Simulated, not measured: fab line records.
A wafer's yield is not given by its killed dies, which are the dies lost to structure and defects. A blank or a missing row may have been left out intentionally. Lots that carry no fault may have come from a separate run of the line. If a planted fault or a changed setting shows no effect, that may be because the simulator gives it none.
fab line records + flow n5Finfet + part 1 of 2: steps 1 to 3 of 6
record:
- lots: 22
- wafers: 66
- lastDay: 18
route steps=1938 shown BEOL_M0_CUTY@708 BEOL_M0@734 BEOL_M1@754
lots that met no fault: taken from a fault-free run of the same line
startH: the number of hours between the record's first day and the start of the first shown wafer of the lot + waitH: hours since the lot's step before + " the same as in the row above + L1.1+2: a row that stands for several wafers + - value missing, or start not given + * or withheld: withheld + < > ~ a bound
route shown NAME@n: NAME is a module with steps in the file, n the number in the route of the first one + usual: mean/standard deviation of fault-free wafers + same: alike in all rows + chamber/n: place in a boat + sites: each site's reading + _std_site: how widely they spread, as a standard deviation + _edge_site: the outer-site mean with the inner-site mean subtracted + radiusMm: how far each site lies from the wafer's centre + mask NAME#n: copy n + behind: the tool/chamber that last shaped the wafer + hold: reason for holding the lot/hours on hold/outcome of the hold + device: which transistor (n, p or np) failed to switch + end of line: the route-end tests of the same wafers + where a step has no rows: the recipe by itself + killed: count of dies lost to structure and defects at first sort (not the wafer's yield) + map: a wafer's dies, x killed, . not, _ none there
set.NAME: the run value of the setting; set.NAME@STEP: its run value at that earlier step + model.NAME: the simulator's own value behind a step, which no gauge read
steps of the route over a sample of lots; a table a step, a row a wafer
services: from which hour (startH, from the record's first day; less than 0 if before it) a tool's chamber was out of use, for how many hours, and why
== steps ==
step: N5_BEOL_M0_CUTY_CD_MEAS_57
recipe:
- targetCdNm: 200
- landingEnergyEv: 500
- detector: seInlens
- polarity: line
usual:
- cdNm: 200.3/1.1
| lot.wafer | tool     | chamber | startH | waitH | cdNm  |
|-----------|----------|---------|--------|-------|-------|
| L074.2    | cdSem-01 | 0       | 118.76 | -     | 199.7 |
| L074.4    | "        | 0       | "      | "     | 199.8 |
| L074.6    | "        | 0       | "      | "     | 199.3 |
| L075.1    | cdSem-03 | 0       | 126.57 | -     | 198.7 |
| L075.4    | "        | 0       | "      | "     | 199.4 |
| L075.6    | "        | 0       | "      | "     | 198.9 |
| L076.3    | cdSem-03 | 0       | 129.88 | -     | 201.2 |
| L076.5    | "        | 0       | "      | "     | 201.6 |
| L076.6    | "        | 0       | "      | "     | 201.0 |
| L079.1    | cdSem-03 | 0       | 147.57 | -     | 202.2 |
| L079.3    | "        | 0       | "      | "     | 201.7 |
| L079.4    | "        | 0       | "      | "     | 202.5 |
| L080.2    | cdSem-01 | 0       | 149.05 | -     | 199.5 |
| L080.3    | "        | 0       | "      | "     | 198.9 |
| L080.6    | "        | 0       | "      | "     | 198.4 |
| L081.3    | cdSem-02 | 0       | 153.80 | -     | 201.3 |
| L081.5    | "        | 0       | "      | "     | 200.2 |
| L081.6    | "        | 0       | "      | "     | 199.5 |
| L082.4    | cdSem-03 | 0       | 159.58 | -     | 201.6 |
| L082.5    | "        | 0       | "      | "     | 200.9 |
| L082.6    | "        | 0       | "      | "     | 201.6 |
| L083.4    | cdSem-01 | 0       | 168.07 | -     | 198.9 |
| L083.5    | "        | 0       | "      | "     | 199.8 |
| L083.6    | "        | 0       | "      | "     | 198.9 |
| L085.2    | cdSem-03 | 0       | 179.04 | -     | 201.0 |
| L085.3    | "        | 0       | "      | "     | 200.9 |
| L085.5    | "        | 0       | "      | "     | 200.6 |
| L084.3    | cdSem-02 | 0       | 179.81 | -     | 199.6 |
| L084.4    | "        | 0       | "      | "     | 198.8 |
| L084.5    | "        | 0       | "      | "     | 200.5 |
| L086.1    | cdSem-01 | 0       | 187.51 | -     | 198.4 |
| L086.3    | "        | 0       | "      | "     | 199.5 |
| L086.5    | "        | 0       | "      | "     | 198.6 |
| L087.1    | cdSem-01 | 0       | 193.13 | -     | 199.9 |
| L087.3    | "        | 0       | "      | "     | 200.6 |
| L087.6    | "        | 0       | "      | "     | 199.8 |
| L088.2    | cdSem-02 | 0       | 197.01 | -     | 200.6 |
| L088.4    | "        | 0       | "      | "     | 201.8 |
| L088.5    | "        | 0       | "      | "     | 200.5 |
| L089.4    | cdSem-02 | 0       | 202.29 | -     | 198.8 |
| L089.5    | "        | 0       | "      | "     | 198.9 |
| L089.6    | "        | 0       | "      | "     | 198.4 |
| L090.1    | cdSem-02 | 0       | 212.33 | -     | 199.9 |
| L090.3    | "        | 0       | "      | "     | 200.5 |
| L090.5    | "        | 0       | "      | "     | 200.1 |
| L091.3    | cdSem-01 | 0       | 214.44 | -     | 199.0 |
| L091.5    | "        | 0       | "      | "     | 200.2 |
| L091.6    | "        | 0       | "      | "     | 199.8 |
| L092.2    | cdSem-01 | 0       | 220.32 | -     | 201.0 |
| L092.3    | "        | 0       | "      | "     | 201.4 |
| L092.6    | "        | 0       | "      | "     | 200.2 |
| L093.2    | cdSem-01 | 0       | 226.69 | -     | 201.0 |
| L093.3    | "        | 0       | "      | "     | 200.9 |
| L093.5    | "        | 0       | "      | "     | 200.5 |
| L094.1    | cdSem-03 | 0       | 240.48 | -     | 201.6 |
| L094.5    | "        | 0       | "      | "     | 201.0 |
| L094.6    | "        | 0       | "      | "     | 201.5 |
| L095.1    | cdSem-01 | 0       | 245.28 | -     | 200.4 |
| L095.4    | "        | 0       | "      | "     | 199.5 |
| L095.5    | "        | 0       | "      | "     | 201.0 |
| L096.1    | cdSem-02 | 0       | 247.61 | -     | 200.7 |
| L096.2    | "        | 0       | "      | "     | 201.5 |
| L096.5    | "        | 0       | "      | "     | 199.8 |
| L097.2    | cdSem-03 | 0       | 252.50 | -     | 201.0 |
| L097.3    | "        | 0       | "      | "     | 201.4 |
| L097.5    | "        | 0       | "      | "     | 201.4 |
step: N5_BEOL_M0_CUTY_DESCUM_61
recipe:
- chemistry: O2
- timeS: 7.9
- sourcePowerW: 50
- biasPowerW: 20
- pressureMtorr: 20
- rfFrequencyHz: 2.712e+07
- tempC: 40
- resist: CAR-ArF-block
- o2FlowSccm: 225
usual:
- biasPowerW: 20.00/0.064
- chamberPressureMTorr: 20.000/0.017
- drypumpMotorCurrentA: 5.6/0.58
- oesProductAu: 0.78/0.089
- rfFwdPowerW: 49.36/0.18
- rfVppV: 243.0/1.3
- showerheadPlenumPTorr: 2.07/0.056
- throttleValvePct: 20.37/0.27
| lot.wafer | tool       | chamber | startH | waitH | biasPowerW | chamberPressureMTorr | drypumpMotorCurrentA | oesProductAu | rfFwdPowerW | rfHoursCounterH | rfVppV | showerheadPlenumPTorr | throttleValvePct |
|-----------|------------|---------|--------|-------|------------|----------------------|----------------------|--------------|-------------|-----------------|--------|-----------------------|------------------|
| L074.2    | rieDiel-01 | 3       | 118.85 | 0.0   | 19.91      | 20.003               | 5.2                  | 0.68         | 49.11       | 224             | 242.9  | 2.06                  | 20.46            |
| L074.4    | "          | 1       | "      | "     | 19.90      | 20.018               | 5.0                  | 0.76         | 49.41       | 138             | 242.7  | 2.08                  | 20.25            |
| L074.6    | "          | 3       | "      | "     | 19.91      | 19.991               | 5.2                  | 0.69         | 49.12       | -               | 242.8  | 2.06                  | 20.46            |
| L075.1    | rieDiel-01 | 1       | 127.34 | 0.7   | 19.95      | 19.981               | 5.0                  | 0.75         | 49.25       | 142             | 244.9  | 2.08                  | 20.26            |
| L075.4    | "          | 0       | "      | "     | 19.99      | 19.999               | 4.9                  | 0.83         | 49.58       | 87              | 242.8  | 2.04                  | 20.56            |
| L075.6    | "          | 3       | "      | "     | 19.97      | 19.975               | 5.2                  | 0.68         | 49.21       | -               | 242.3  | 2.06                  | 20.45            |
| L076.3    | rieDiel-05 | 2       | 130.33 | 0.4   | 19.93      | 20.014               | 5.5                  | 0.67         | 49.40       | 233             | 242.6  | 2.15                  | 20.26            |
| L076.5    | "          | 3       | "      | "     | 20.01      | 19.997               | 6.1                  | 0.73         | 49.25       | -               | 243.4  | 2.15                  | 20.64            |
| L076.6    | "          | 2       | "      | "     | 20.04      | 19.993               | 5.4                  | 0.67         | 49.52       | -               | 244.1  | 2.15                  | 20.24            |
| L079.1    | rieDiel-06 | 2       | 148.21 | 0.6   | 19.93      | 19.982               | 6.6                  | 0.69         | 49.61       | 235             | 241.2  | 1.97                  | 20.36            |
| L079.3    | "          | 0       | "      | "     | 19.91      | 20.007               | 5.6                  | 0.79         | 49.30       | 153             | 243.4  | 2.09                  | 20.38            |
| L079.4    | "          | 1       | "      | "     | 20.04      | 19.982               | 4.8                  | 0.77         | 49.26       | 140             | 240.9  | 2.02                  | 20.82            |
| L080.2    | rieDiel-01 | 2       | 149.14 | 0.0   | 19.94      | 19.972               | 6.4                  | 0.86         | 49.23       | 55              | 243.5  | 2.13                  | 19.94            |
| L080.3    | "          | 3       | "      | "     | 20.08      | 20.004               | 5.2                  | 0.68         | 49.03       | 237             | 241.2  | 2.05                  | 20.48            |
| L080.6    | "          | 1       | "      | "     | 20.05      | 20.031               | 5.1                  | 0.75         | 49.33       | -               | 246.1  | 2.07                  | 20.25            |
| L081.3    | rieDiel-01 | 1       | 154.75 | 0.9   | 20.00      | 19.996               | 5.1                  | 0.74         | 49.52       | 153             | 244.4  | 2.07                  | 20.27            |
| L081.5    | "          | 0       | "      | "     | 20.08      | 19.973               | 4.9                  | 0.81         | 49.33       | -               | 242.5  | 2.04                  | 20.59            |
| L081.6    | "          | 1       | "      | "     | 20.05      | 19.972               | 5.1                  | 0.74         | 49.66       | -               | 243.2  | 2.07                  | 20.26            |
| L082.4    | rieDiel-01 | 3       | 159.88 | 0.2   | 19.98      | 20.018               | 5.2                  | 0.67         | 49.50       | 242             | 242.9  | 2.05                  | 20.47            |
| L082.5    | "          | 3       | "      | "     | 20.05      | 20.010               | 5.2                  | 0.68         | 49.18       | -               | 243.3  | 2.05                  | 20.47            |
| L082.6    | "          | 2       | "      | "     | 20.10      | 19.966               | 6.4                  | 0.84         | 49.51       | -               | 243.0  | 2.13                  | 19.97            |
| L083.4    | rieDiel-06 | 0       | 168.15 | 0.0   | 20.00      | 19.986               | 5.6                  | 0.78         | 49.39       | 162             | 244.1  | 2.09                  | 20.38            |
| L083.5    | "          | 3       | "      | "     | 20.08      | 19.976               | 5.4                  | 0.68         | 49.67       | -               | 241.5  | 1.97                  | 20.49            |
| L083.6    | "          | 2       | "      | "     | 20.01      | 20.011               | 6.6                  | 0.68         | 49.56       | -               | 241.1  | 1.97                  | 20.38            |
| L085.2    | rieDiel-01 | 0       | 179.38 | 0.3   | 19.97      | 19.988               | 4.9                  | 0.81         | 49.50       | 109             | 242.8  | 2.03                  | 20.60            |
| L085.3    | "          | 2       | "      | "     | 20.01      | 19.997               | 6.4                  | 0.84         | 49.50       | 68              | 244.0  | 2.12                  | 19.96            |
| L085.5    | "          | 2       | "      | "     | 20.01      | 20.022               | 6.4                  | 0.83         | 49.56       | -               | 244.9  | 2.12                  | 19.97            |
| L084.3    | rieDiel-01 | 1       | 179.90 | 0.0   | 19.99      | 20.007               | 5.1                  | 0.74         | 49.32       | 162             | 242.9  | 2.07                  | 20.28            |
| L084.4    | "          | 2       | "      | "     | 20.08      | 19.992               | 6.4                  | 0.84         | 49.44       | 68              | 244.2  | 2.12                  | 19.98            |
| L084.5    | "          | 1       | "      | "     | 20.18      | 20.013               | 5.1                  | 0.73         | 49.27       | -               | 243.1  | 2.07                  | 20.27            |
| L086.1    | rieDiel-01 | 2       | 187.60 | 0.0   | 19.92      | 20.016               | 6.4                  | 0.83         | 49.52       | 70              | 242.8  | 2.12                  | 19.97            |
| L086.3    | "          | 0       | "      | "     | 19.93      | 20.001               | 4.9                  | 0.80         | 49.61       | 111             | 244.5  | 2.03                  | 20.61            |
| L086.5    | "          | 2       | "      | "     | 19.97      | 19.991               | 6.4                  | 0.85         | 49.72       | -               | 244.3  | 2.12                  | 19.97            |
| L087.1    | rieDiel-01 | 0       | 193.22 | 0.0   | 20.02      | 19.983               | 4.9                  | 0.81         | 49.66       | 114             | 241.8  | 2.03                  | 20.62            |
| L087.3    | "          | 1       | "      | "     | 19.95      | 20.011               | 5.1                  | 0.74         | 49.25       | 167             | 244.1  | 2.07                  | 20.28            |
| L087.6    | "          | 0       | "      | "     | 20.02      | 19.980               | 4.9                  | 0.81         | 49.56       | -               | 242.0  | 2.03                  | 20.61            |
| L088.2    | rieDiel-06 | 0       | 197.10 | 0.0   | 20.11      | 19.988               | 5.6                  | 0.76         | 49.50       | 173             | 242.4  | 2.09                  | 20.41            |
| L088.4    | "          | 0       | "      | "     | 19.94      | 20.011               | 5.6                  | 0.75         | 49.49       | -               | 243.6  | 2.08                  | 20.42            |
| L088.5    | "          | 1       | "      | "     | 20.00      | 20.022               | 4.9                  | 0.76         | 49.47       | -               | 243.8  | 2.02                  | 20.85            |
| L089.4    | rieDiel-06 | 2       | 202.48 | 0.1   | 20.03      | 20.003               | 6.6                  | 1.03         | 49.76       | 1               | 246.8  | 2.23                  | 20.07            |
| L089.5    | "          | 1       | "      | "     | 20.05      | 20.009               | 4.9                  | 0.76         | 49.08       | -               | 241.4  | 2.02                  | 20.84            |
| L089.6    | "          | 2       | "      | "     | 20.06      | 20.037               | 6.6                  | 1.04         | 49.69       | -               | 244.2  | 2.23                  | 20.07            |
| L090.1    | rieDiel-01 | 3       | 212.42 | 0.0   | 20.04      | 19.991               | 5.2                  | 0.97         | 49.07       | 4               | 242.0  | 2.05                  | 20.12            |
| L090.3    | "          | 1       | "      | "     | 20.05      | 19.990               | 5.1                  | 0.72         | 49.41       | 174             | 243.9  | 2.07                  | 20.31            |
| L090.5    | "          | 3       | "      | "     | 20.05      | 20.014               | 5.2                  | 0.97         | 49.19       | -               | 242.1  | 2.05                  | 20.13            |
| L091.3    | rieDiel-05 | 1       | 214.52 | 0.0   | 19.95      | 19.982               | 5.8                  | 0.70         | 49.54       | 253             | 243.8  | 2.06                  | 20.56            |
| L091.5    | "          | 1       | "      | "     | 19.95      | 19.978               | 5.8                  | 0.70         | 49.55       | -               | 243.1  | 2.06                  | 20.55            |
| L091.6    | "          | 0       | "      | "     | 20.03      | 19.978               | 6.1                  | 0.87         | 49.25       | -               | 240.5  | 2.05                  | 20.16            |
| L092.2    | rieDiel-01 | 0       | 220.41 | 0.0   | 20.09      | 19.999               | 4.9                  | 0.79         | 49.53       | 124             | 241.9  | 2.03                  | 20.64            |
| L092.3    | "          | 1       | "      | "     | 19.98      | 19.999               | 5.1                  | 0.73         | 49.45       | 177             | 243.4  | 2.06                  | 20.29            |
| L092.6    | "          | 3       | "      | "     | 19.98      | 20.001               | 5.3                  | 0.95         | 49.23       | -               | 242.5  | 2.05                  | 20.11            |
| L093.2    | rieDiel-05 | 3       | 226.78 | 0.0   | 19.93      | 19.988               | 6.1                  | 0.70         | 49.37       | 219             | 242.6  | 2.14                  | 20.68            |
| L093.3    | "          | 0       | "      | "     | 20.05      | 20.014               | 6.1                  | 0.86         | 49.25       | 59              | 242.2  | 2.05                  | 20.17            |
| L093.5    | "          | 2       | "      | "     | 19.94      | 19.984               | 5.5                  | 0.98         | 49.40       | -               | 243.7  | 2.15                  | 20.00            |
| L094.1    | rieDiel-06 | 1       | 240.56 | 0.0   | 20.03      | 20.022               | 4.9                  | 0.74         | 49.13       | 178             | 240.9  | 2.01                  | 20.87            |
| L094.5    | "          | 1       | "      | "     | 20.05      | 20.000               | 4.9                  | 0.74         | 49.23       | -               | 240.9  | 2.01                  | 20.86            |
| L094.6    | "          | 3       | "      | "     | 19.92      | 19.985               | 5.5                  | 0.67         | 49.48       | -               | 241.8  | 1.96                  | 20.55            |
| L095.1    | rieDiel-05 | 2       | 245.38 | 0.0   | 20.02      | 19.993               | 5.5                  | 0.95         | 49.53       | 8               | 244.2  | 2.14                  | 20.02            |
| L095.4    | "          | 0       | "      | "     | 19.96      | 20.007               | 6.1                  | 0.86         | 49.28       | -               | 241.5  | 2.05                  | 20.18            |
| L095.5    | "          | 2       | "      | "     | 19.97      | 20.009               | 5.5                  | 0.95         | 49.59       | -               | 244.2  | 2.14                  | 20.02            |
| L096.1    | rieDiel-01 | 3       | 247.73 | 0.1   | 19.89      | 19.958               | 5.3                  | 0.93         | 49.16       | 16              | 242.0  | 2.04                  | 20.15            |
| L096.2    | "          | 0       | "      | "     | 20.05      | 20.003               | 4.9                  | 0.78         | 49.37       | 133             | 241.9  | 2.03                  | 20.65            |
| L096.5    | "          | 2       | "      | "     | 19.95      | 19.979               | 6.4                  | 0.81         | 49.43       | -               | 244.0  | 2.11                  | 20.01            |
| L097.2    | rieDiel-06 | 0       | 252.58 | 0.0   | 20.04      | 20.027               | 5.6                  | 0.75         | 49.30       | 184             | 241.4  | 2.08                  | 20.44            |
| L097.3    | "          | 0       | "      | "     | 20.01      | 20.005               | 5.6                  | 0.75         | 49.43       | -               | 242.1  | 2.08                  | 20.44            |
| L097.5    | "          | 1       | "      | "     | 20.00      | 19.985               | 4.9                  | 0.73         | 49.20       | -               | 241.7  | 2.01                  | 20.87            |
step: N5_BEOL_M0_CUTY_ETCH_62
recipe:
- chemistry: CF4
- target: SiARC
- maskMaterial: CAR-ArF-block
- timeS: 58.5
- ionEnergyEv: 80
- pressureMtorr: 40
- sourceW: 545
- biasW: 36
- Ar_flow_sccm: 100
- cf4FlowSccm: 100
- ends: cleared
usual:
- chamberPressureMTorr: 40.00/0.033
- drypumpMotorCurrentA: 5.6/0.58
- etchRfOnTimeS: 58.3/1.3
- oesProductAu: 0.67/0.075
- rfFwdPowerW: 537.6/1.9
- rfVppV: 183.8/1.2
- showerheadPlenumPTorr: 2.12/0.056
- throttleValvePct: 15.59/0.27
| lot.wafer | tool       | chamber | startH | waitH | chamberPressureMTorr | drypumpMotorCurrentA | etchRfOnTimeS | oesProductAu | rfFwdPowerW | rfHoursCounterH | rfVppV | showerheadPlenumPTorr | throttleValvePct |
|-----------|------------|---------|--------|-------|----------------------|----------------------|---------------|--------------|-------------|-----------------|--------|-----------------------|------------------|
| L074.2    | rieDiel-01 | 3       | 118.88 | 0.0   | 40.01                | 5.2                  | 61.1          | 0.58         | 534.7       | 224             | 184.1  | 2.10                  | 15.69            |
| L074.4    | "          | 1       | "      | "     | 40.04                | 5.1                  | 57.9          | 0.65         | 536.7       | 138             | 182.9  | 2.14                  | 15.50            |
| L074.6    | "          | 3       | "      | "     | 39.99                | 5.2                  | 61.3          | 0.59         | 533.2       | -               | 185.3  | 2.10                  | 15.69            |
| L075.1    | rieDiel-01 | 1       | 127.38 | 0.0   | 39.99                | 5.0                  | 58.9          | 0.64         | 537.7       | 142             | 183.6  | 2.14                  | 15.51            |
| L075.4    | "          | 0       | "      | "     | 40.00                | 4.9                  | 58.6          | 0.70         | 536.3       | 87              | 182.8  | 2.08                  | 15.61            |
| L075.6    | "          | 3       | "      | "     | 39.96                | 5.2                  | 61.2          | 0.58         | 535.1       | -               | 183.3  | 2.10                  | 15.69            |
| L076.3    | rieDiel-05 | 2       | 130.36 | 0.0   | 39.96                | 5.5                  | 60.8          | 0.57         | 536.9       | 233             | 185.1  | 2.19                  | 15.45            |
| L076.5    | "          | 3       | "      | "     | 39.99                | 6.1                  | 58.7          | 0.62         | 533.0       | -               | 184.8  | 2.21                  | 15.94            |
| L076.6    | "          | 2       | "      | "     | 39.99                | 5.5                  | 59.8          | 0.57         | 535.6       | -               | 184.9  | 2.19                  | 15.46            |
| L079.1    | rieDiel-06 | 2       | 148.25 | 0.0   | 40.01                | 6.6                  | 58.2          | 0.58         | 541.5       | 235             | 181.7  | 2.04                  | 15.69            |
| L079.3    | "          | 0       | "      | "     | 40.06                | 5.6                  | 56.9          | 0.67         | 536.8       | 153             | 185.2  | 2.16                  | 15.66            |
| L079.4    | "          | 1       | "      | "     | 39.99                | 4.8                  | 58.0          | 0.65         | 540.4       | 140             | 183.1  | 2.08                  | 15.94            |
| L080.2    | rieDiel-01 | 2       | 149.18 | 0.0   | 39.99                | 6.4                  | 56.0          | 0.74         | 539.8       | 55              | 186.6  | 2.18                  | 15.21            |
| L080.3    | "          | 3       | "      | "     | 39.93                | 5.2                  | 60.4          | 0.58         | 537.2       | 237             | 182.5  | 2.10                  | 15.72            |
| L080.6    | "          | 1       | "      | "     | 39.99                | 5.1                  | 58.4          | 0.64         | 536.6       | -               | 183.3  | 2.14                  | 15.53            |
| L081.3    | rieDiel-01 | 1       | 154.78 | 0.0   | 39.98                | 5.1                  | 58.0          | 0.64         | 539.0       | 153             | 184.1  | 2.14                  | 15.53            |
| L081.5    | "          | 0       | "      | "     | 40.00                | 4.9                  | 58.2          | 0.69         | 539.2       | -               | 182.3  | 2.08                  | 15.65            |
| L081.6    | "          | 1       | "      | "     | 39.99                | 5.1                  | 58.0          | 0.64         | 539.3       | -               | 183.6  | 2.14                  | 15.53            |
| L082.4    | rieDiel-01 | 3       | 159.91 | 0.0   | 39.98                | 5.2                  | 61.0          | 0.57         | 538.2       | 242             | 182.7  | 2.10                  | 15.72            |
| L082.5    | "          | 3       | "      | "     | 40.02                | 5.2                  | 60.6          | 0.58         | 535.8       | -               | 182.3  | 2.10                  | 15.72            |
| L082.6    | "          | 2       | "      | "     | 40.01                | 6.3                  | 55.6          | 0.74         | 536.7       | -               | 184.3  | 2.18                  | 15.23            |
| L083.4    | rieDiel-06 | 0       | 168.18 | 0.0   | 39.98                | 5.6                  | 56.9          | 0.66         | 540.6       | 162             | 184.1  | 2.15                  | 15.68            |
| L083.5    | "          | 3       | "      | "     | 39.95                | 5.4                  | 59.7          | 0.59         | 538.9       | -               | 182.9  | 2.04                  | 15.85            |
| L083.6    | "          | 2       | "      | "     | 39.99                | 6.6                  | 58.5          | 0.58         | 541.4       | -               | 181.8  | 2.04                  | 15.69            |
| L085.2    | rieDiel-01 | 0       | 179.42 | 0.0   | 40.12                | 4.9                  | 58.2          | 0.68         | 534.2       | 109             | 182.5  | 2.07                  | 15.67            |
| L085.3    | "          | 2       | "      | "     | 40.01                | 6.4                  | 56.4          | 0.72         | 538.5       | 68              | 184.7  | 2.18                  | 15.22            |
| L085.5    | "          | 2       | "      | "     | 40.01                | 6.3                  | 56.1          | 0.72         | 538.5       | -               | 184.3  | 2.18                  | 15.22            |
| L084.3    | rieDiel-01 | 1       | 179.93 | 0.0   | 39.97                | 5.1                  | 58.3          | 0.64         | 537.2       | 162             | 184.0  | 2.13                  | 15.54            |
| L084.4    | "          | 2       | "      | "     | 40.06                | 6.5                  | 56.5          | 0.72         | 536.9       | 68              | 182.4  | 2.18                  | 15.24            |
| L084.5    | "          | 1       | "      | "     | 39.94                | 5.1                  | 57.9          | 0.64         | 538.1       | -               | 183.5  | 2.13                  | 15.54            |
| L086.1    | rieDiel-01 | 2       | 187.64 | 0.0   | 40.02                | 6.4                  | 56.7          | 0.72         | 539.4       | 70              | 183.8  | 2.18                  | 15.24            |
| L086.3    | "          | 0       | "      | "     | 40.00                | 4.9                  | 59.3          | 0.67         | 537.7       | 111             | 181.9  | 2.07                  | 15.67            |
| L086.5    | "          | 2       | "      | "     | 39.97                | 6.5                  | 56.4          | 0.72         | 536.0       | -               | 184.4  | 2.18                  | 15.24            |
| L087.1    | rieDiel-01 | 0       | 193.25 | 0.0   | 40.04                | 4.9                  | 58.3          | 0.69         | 536.8       | 114             | 182.9  | 2.07                  | 15.70            |
| L087.3    | "          | 1       | "      | "     | 40.04                | 5.1                  | 57.5          | 0.63         | 537.1       | 167             | 183.2  | 2.13                  | 15.56            |
| L087.6    | "          | 0       | "      | "     | 40.01                | 4.9                  | 58.4          | 0.68         | 537.0       | -               | 185.5  | 2.07                  | 15.68            |
| L088.2    | rieDiel-06 | 0       | 197.14 | 0.0   | 39.95                | 5.6                  | 57.4          | 0.65         | 538.3       | 173             | 185.2  | 2.15                  | 15.71            |
| L088.4    | "          | 0       | "      | "     | 40.02                | 5.6                  | 56.8          | 0.66         | 537.8       | -               | 184.1  | 2.15                  | 15.71            |
| L088.5    | "          | 1       | "      | "     | 40.06                | 4.9                  | 57.3          | 0.64         | 537.2       | -               | 181.2  | 2.07                  | 15.99            |
| L089.4    | rieDiel-06 | 2       | 202.51 | 0.0   | 39.99                | 6.6                  | 58.4          | 0.87         | 541.0       | 1               | 186.3  | 2.29                  | 15.23            |
| L089.5    | "          | 1       | "      | "     | 39.91                | 4.9                  | 58.5          | 0.65         | 537.0       | -               | 182.2  | 2.07                  | 15.99            |
| L089.6    | "          | 2       | "      | "     | 40.07                | 6.7                  | 57.9          | 0.88         | 541.5       | -               | 185.1  | 2.29                  | 15.25            |
| L090.1    | rieDiel-01 | 3       | 212.45 | 0.0   | 40.02                | 5.2                  | 59.2          | 0.83         | 536.4       | 4               | 183.8  | 2.09                  | 15.23            |
| L090.3    | "          | 1       | "      | "     | 39.97                | 5.1                  | 58.7          | 0.63         | 538.1       | 174             | 183.6  | 2.13                  | 15.57            |
| L090.5    | "          | 3       | "      | "     | 40.01                | 5.2                  | 59.1          | 0.82         | 539.1       | -               | 183.5  | 2.09                  | 15.27            |
| L091.3    | rieDiel-05 | 1       | 214.56 | 0.0   | 40.06                | 5.8                  | 59.4          | 0.59         | 540.3       | 253             | 182.2  | 2.11                  | 15.84            |
| L091.5    | "          | 1       | "      | "     | 39.98                | 5.8                  | 59.0          | 0.59         | 540.4       | -               | 182.6  | 2.11                  | 15.84            |
| L091.6    | "          | 0       | "      | "     | 40.00                | 6.1                  | 57.8          | 0.73         | 537.7       | -               | 184.2  | 2.10                  | 15.29            |
| L092.2    | rieDiel-01 | 0       | 220.44 | 0.0   | 40.01                | 4.9                  | 58.8          | 0.67         | 539.3       | 124             | 183.5  | 2.07                  | 15.70            |
| L092.3    | "          | 1       | "      | "     | 39.99                | 5.1                  | 57.9          | 0.62         | 540.9       | 177             | 183.8  | 2.13                  | 15.58            |
| L092.6    | "          | 3       | "      | "     | 39.97                | 5.2                  | 58.8          | 0.82         | 533.4       | -               | 183.7  | 2.09                  | 15.26            |
| L093.2    | rieDiel-05 | 3       | 226.81 | 0.0   | 40.04                | 6.1                  | 58.2          | 0.60         | 538.7       | 220             | 185.8  | 2.20                  | 15.99            |
| L093.3    | "          | 0       | "      | "     | 40.01                | 6.1                  | 58.4          | 0.73         | 533.0       | 59              | 184.4  | 2.10                  | 15.31            |
| L093.5    | "          | 2       | "      | "     | 40.01                | 5.5                  | 57.7          | 0.84         | 539.0       | -               | 185.5  | 2.18                  | 15.06            |
| L094.1    | rieDiel-06 | 1       | 240.60 | 0.0   | 39.97                | 4.9                  | 57.8          | 0.63         | 536.1       | 178             | 182.6  | 2.07                  | 16.03            |
| L094.5    | "          | 1       | "      | "     | 40.02                | 4.9                  | 58.1          | 0.63         | 536.4       | -               | 184.4  | 2.07                  | 16.01            |
| L094.6    | "          | 3       | "      | "     | 39.99                | 5.5                  | 60.2          | 0.57         | 539.8       | -               | 182.5  | 2.03                  | 15.90            |
| L095.1    | rieDiel-05 | 2       | 245.41 | 0.0   | 40.00                | 5.5                  | 58.1          | 0.81         | 537.2       | 8               | 184.9  | 2.18                  | 15.08            |
| L095.4    | "          | 0       | "      | "     | 40.02                | 6.1                  | 58.6          | 0.72         | 537.8       | -               | 182.8  | 2.09                  | 15.34            |
| L095.5    | "          | 2       | "      | "     | 40.00                | 5.5                  | 58.1          | 0.81         | 533.3       | -               | 185.9  | 2.18                  | 15.06            |
| L096.1    | rieDiel-01 | 3       | 247.77 | 0.0   | 39.98                | 5.2                  | 58.6          | 0.79         | 536.8       | 16              | 184.4  | 2.09                  | 15.26            |
| L096.2    | "          | 0       | "      | "     | 39.93                | 4.9                  | 59.1          | 0.66         | 536.3       | 133             | 182.3  | 2.06                  | 15.71            |
| L096.5    | "          | 2       | "      | "     | 40.03                | 6.4                  | 56.7          | 0.69         | 540.4       | -               | 184.6  | 2.17                  | 15.29            |
| L097.2    | rieDiel-06 | 0       | 252.64 | 0.0   | 40.00                | 5.6                  | 57.0          | 0.65         | 536.3       | 184             | 184.9  | 2.15                  | 15.74            |
| L097.3    | "          | 0       | "      | "     | 39.96                | 5.6                  | 57.6          | 0.65         | 539.2       | -               | 183.2  | 2.15                  | 15.74            |
| L097.5    | "          | 1       | "      | "     | 39.95                | 4.9                  | 58.0          | 0.62         | 536.8       | -               | 182.4  | 2.06                  | 16.04            |
